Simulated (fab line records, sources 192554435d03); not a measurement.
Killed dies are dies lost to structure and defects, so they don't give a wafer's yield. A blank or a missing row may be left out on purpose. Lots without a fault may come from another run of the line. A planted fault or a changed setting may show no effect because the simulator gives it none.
Which tool did it? | flow n5_finfet | 24 lots, 72 wafers sampled, at 3 steps of a route of 1938

WHAT THE GAUGES READ, wafer by wafer
N5_MOL_CONTACT_COAG_OVL_MEAS_41. Usual: VD_OVL -0.1 nm, standard deviation 0.7.
lot  | measured     | on         | VD_OVL (nm)    | flag
L074 | day 5 05:19  | overlay-02 | -0.5 -0.9 -0.6 |
L075 | day 5 15:16  | overlay-01 | -0.1 -0.9 -0.7 |
L076 | day 5 17:49  | overlay-02 | 0.7 0.9 0.9    |
L077 | day 6 00:11  | overlay-02 | -0.2 0.0 0.4   |
L078 | day 6 05:44  | overlay-01 | -0.1 0.5 0.0   |
L079 | day 6 18:43  | overlay-02 | -1.1 -0.7 -0.4 |
L080 | day 6 23:23  | overlay-01 | -0.2 0.9 0.5   |
L081 | day 7 03:20  | overlay-01 | 0.8 0.2 -0.7   |
L082 | day 7 06:50  | overlay-01 | -0.1 -0.2 0.0  |
L083 | day 7 10:15  | overlay-02 | 0.4 -1.0 -0.6  |
L084 | day 7 13:33  | overlay-01 | -0.2 -1.5 -1.6 |
L085 | day 7 22:26  | overlay-01 | 0.3 0.1 0.5    |
L086 | day 8 09:49  | overlay-01 | -0.7 1.1 0.4   |
L087 | day 8 05:30  | overlay-02 | 0.2 1.1 -0.5   |
L088 | day 8 19:09  | overlay-01 | 0.6 -0.2 0.9   |
L089 | day 9 05:19  | overlay-01 | -0.8 -1.0 0.3  |
L090 | day 9 14:15  | overlay-01 | -0.2 0.2 -0.7  |
L092 | day 9 15:26  | overlay-01 | -1.1 -0.7 0.5  |
L091 | day 9 16:40  | overlay-02 | -0.6 -1.6 0.3  |
L093 | day 9 22:53  | overlay-02 | 0.9 1.3 1.8    |
L094 | day 10 09:11 | overlay-02 | 0.0 -0.8 -0.5  |
L095 | day 10 22:46 | overlay-02 | -0.1 0.9 0.7   |
L097 | day 11 05:32 | overlay-02 | 0.0 -0.4 -0.4  |
L096 | day 11 10:21 | overlay-01 | -1.1 -1.0 -1.5 |

WHICH TOOL RAN EACH LOT (tool, then ch and the chambers of the sampled wafers, then the start)
lot  | N5_MOL_CONTACT_COAG_STRIP_98       | N5_MOL_CONTACT_COAG_ALD_27
L074 | rie_diel-02 ch 0,1,3, day 4 18:59  | ald_sin-03 ch 1,2, day 5 01:08
L075 | rie_diel-03 ch 0,1, day 5 00:37    | ald_sin-03 ch 1,2, day 5 09:20
L076 | rie_diel-02 ch 0,1, day 5 05:44    | ald_sin-02 ch 1,2,3, day 5 13:40
L077 | rie_diel-02 ch 0,2,3, day 5 13:18  | ald_sin-03 ch 1,2, day 5 19:13
L078 | rie_diel-02 ch 0,2,3, day 5 21:15  | ald_sin-01 ch 1,2,3, day 6 01:32
L079 | rie_diel-03 ch 1,2,3, day 6 09:26  | ald_sin-02 ch 0,1,2, day 6 14:20
L080 | rie_diel-03 ch 2,3, day 6 11:33    | ald_sin-01 ch 0,3, day 6 17:53
L081 | rie_diel-06 ch 1,3, day 6 16:51    | ald_sin-01 ch 0,1,2, day 6 22:44
L082 | rie_diel-06 ch 0,1,3, day 6 18:12  | ald_sin-02 ch 0,1,2, day 7 02:41
L083 | rie_diel-02 ch 0,1,3, day 7 00:02  | ald_sin-02 ch 0,2,3, day 7 06:07
L084 | rie_diel-06 ch 2,3, day 7 03:29    | ald_sin-01 ch 1,2, day 7 09:14
L085 | rie_diel-03 ch 1,2,3, day 7 11:25  | ald_sin-02 ch 0,1,2, day 7 18:09
L086 | rie_diel-02 ch 0,2,3, day 7 17:17  | ald_sin-01 ch 0,1, day 8 05:11
L087 | rie_diel-02 ch 0,3, day 7 21:02    | ald_sin-01 ch 1,2,3, day 8 01:08
L088 | rie_diel-03 ch 0,1,2, day 8 07:01  | ald_sin-01 ch 0,1, day 8 14:19
L089 | rie_diel-03 ch 1,2,3, day 8 16:37  | ald_sin-03 ch 0,1, day 9 00:59
L090 | rie_diel-06 ch 1,3, day 9 02:39    | ald_sin-02 ch 1,2,3, day 9 09:35
L092 | rie_diel-03 ch 1,2,3, day 9 04:32  | ald_sin-03 ch 0,1,2, day 9 11:25
L091 | rie_diel-03 ch 1,2,3, day 9 05:21  | ald_sin-01 ch 0,2,3, day 9 11:57
L093 | rie_diel-06 ch 1,2,3, day 9 11:47  | ald_sin-03 ch 0,1,2, day 9 18:39
L094 | rie_diel-03 ch 0,3, day 9 21:14    | ald_sin-03 ch 1,2, day 10 03:49
L095 | rie_diel-06 ch 0,1,2, day 10 08:38 | ald_sin-02 ch 0,2,3, day 10 18:02
L097 | rie_diel-02 ch 0,1,2, day 10 18:01 | ald_sin-01 ch 0,2, day 11 01:05
L096 | rie_diel-03 ch 0,1,3, day 10 21:34 | ald_sin-02 ch 1,2,3, day 11 04:49
- N5_MOL_CONTACT_COAG_STRIP_98: strips in N2/H2.
- N5_MOL_CONTACT_COAG_ALD_27: deposits SiOC, target thk 17 nm, pulse time 1.5 s, time 2720 s.

WHAT THE TOOLS THEMSELVES READ (means of the sampled wafers that have a number; where no wafer has one, the mark that the record gives instead)
N5_MOL_CONTACT_COAG_STRIP_98. Usual: drypump_motor_current_A 5.6 A, standard deviation 0.46; oes_product_au 0.83 a.u., standard deviation 0.068; rf_vpp_V 54.1 V, standard deviation 1.4; showerhead_plenum_p_Torr 3.37 Torr, standard deviation 0.095; throttle_valve_pct 18.8 %, standard deviation 0.48.
lot  | tool        | drypump_motor_current_A (A) | oes_product_au (a.u.) | rf_vpp_V (V) | showerhead_plenum_p_Torr (Torr) | throttle_valve_pct (%) | flag
L074 | rie_diel-02 | 5.3                         | 0.83                  | 53.0         | 3.39                            | 18.9                   |
L075 | rie_diel-03 | 6.0                         | 0.92                  | 55.2         | 3.48                            | 18.4                   |
L076 | rie_diel-02 | 5.2                         | 0.86                  | 53.0         | 3.32                            | 19.0                   |
L077 | rie_diel-02 | 5.3                         | 0.84                  | 55.2         | 3.40                            | 19.1                   |
L078 | rie_diel-02 | 5.3                         | 0.83                  | 55.0         | 3.39                            | 19.1                   |
L079 | rie_diel-03 | 5.9                         | 0.86                  | 52.9         | 3.41                            | 18.7                   |
L080 | rie_diel-03 | 5.7                         | 0.85                  | 53.8         | 3.40                            | 18.4                   |
L081 | rie_diel-06 | 6.0                         | 0.80                  | 53.2         | 3.34                            | 19.2                   |
L082 | rie_diel-06 | 5.9                         | 0.82                  | 54.2         | 3.30                            | 19.0                   |
L083 | rie_diel-02 | 5.3                         | 0.80                  | 55.0         | 3.38                            | 19.0                   |
L084 | rie_diel-06 | 6.2                         | 0.80                  | 54.6         | 3.36                            | 19.1                   |
L085 | rie_diel-03 | 5.9                         | 0.86                  | 53.0         | 3.40                            | 18.7                   |
L086 | rie_diel-02 | 5.3                         | 0.81                  | 52.8         | 3.39                            | 19.1                   |
L087 | rie_diel-02 | 5.4                         | 0.76                  | 53.7         | 3.45                            | 18.9                   |
L088 | rie_diel-03 | 5.7                         | 0.87                  | 54.3         | 3.46                            | 18.3                   |
L089 | rie_diel-03 | 5.9                         | 0.85                  | 54.8         | 3.40                            | 18.7                   |
L090 | rie_diel-06 | 5.4                         | 0.75                  | 54.3         | 3.27                            | 19.1                   |
L092 | rie_diel-03 | 5.9                         | 0.84                  | 53.6         | 3.40                            | 18.7                   |
L091 | rie_diel-03 | 5.9                         | 0.83                  | 54.4         | 3.40                            | 18.7                   |
L093 | rie_diel-06 | 5.6                         | 0.77                  | 53.5         | 3.28                            | 18.9                   |
L094 | rie_diel-03 | 5.7                         | 0.80                  | 54.6         | 3.47                            | 18.5                   |
L095 | rie_diel-06 | 5.5                         | 0.79                  | 54.1         | 3.23                            | 18.7                   |
L097 | rie_diel-02 | 5.2                         | 0.81                  | 53.9         | 3.30                            | 19.3                   |
L096 | rie_diel-03 | 5.9                         | 0.81                  | 54.1         | 3.43                            | 18.7                   |

N5_MOL_CONTACT_COAG_ALD_27. Usual: heater_power_w 856 W, standard deviation 110; precursor_pulse_height_rel 1.001, standard deviation 0.02.
lot  | tool       | heater_power_w (W) | precursor_pulse_height_rel | flag
L074 | ald_sin-03 | 778                | 1.010                      |
L075 | ald_sin-03 | 781                | 0.992                      |
L076 | ald_sin-02 | 891                | 0.980                      |
L077 | ald_sin-03 | 795                | 1.021                      |
L078 | ald_sin-01 | 756                | 0.986                      |
L079 | ald_sin-02 | 929                | 0.989                      |
L080 | ald_sin-01 | 866                | 1.009                      |
L081 | ald_sin-01 | 882                | 1.002                      |
L082 | ald_sin-02 | 924                | 1.017                      |
L083 | ald_sin-02 | 935                | 0.996                      |
L084 | ald_sin-01 | 822                | 0.990                      |
L085 | ald_sin-02 | 915                | 0.987                      |
L086 | ald_sin-01 | 925                | 0.995                      |
L087 | ald_sin-01 | 775                | 0.994                      |
L088 | ald_sin-01 | 872                | 0.989                      |
L089 | ald_sin-03 | 846                | 1.022                      |
L090 | ald_sin-02 | 895                | 0.986                      |
L092 | ald_sin-03 | 854                | 0.982                      |
L091 | ald_sin-01 | 818                | 1.030                      |
L093 | ald_sin-03 | 852                | 0.995                      |
L094 | ald_sin-03 | 785                | 0.990                      |
L095 | ald_sin-02 | 937                | 0.975                      |
L097 | ald_sin-01 | 895                | 1.009                      |
L096 | ald_sin-02 | 897                | 0.995                      |

THE ANSWER, worked out from the rows above alone
Rule: a lot is off if the mean of its wafers that have a number lies more than 3 standard deviations from the usual mean. A lot without any number at a reading at which 4 lots or more have one is off too. The other lots that the step has rows for count as sound. The gauges are gone through in route order, then the tools' own readings, and for those a lot's mean is taken as printed above. The first step at which some lot is off is used, and at that step the reading that is off furthest; a lot without a number counts as furthest.
No lot is off at any reading shown: from this, nothing can be told.

WHAT THE SIMULATOR HAD PUT IN
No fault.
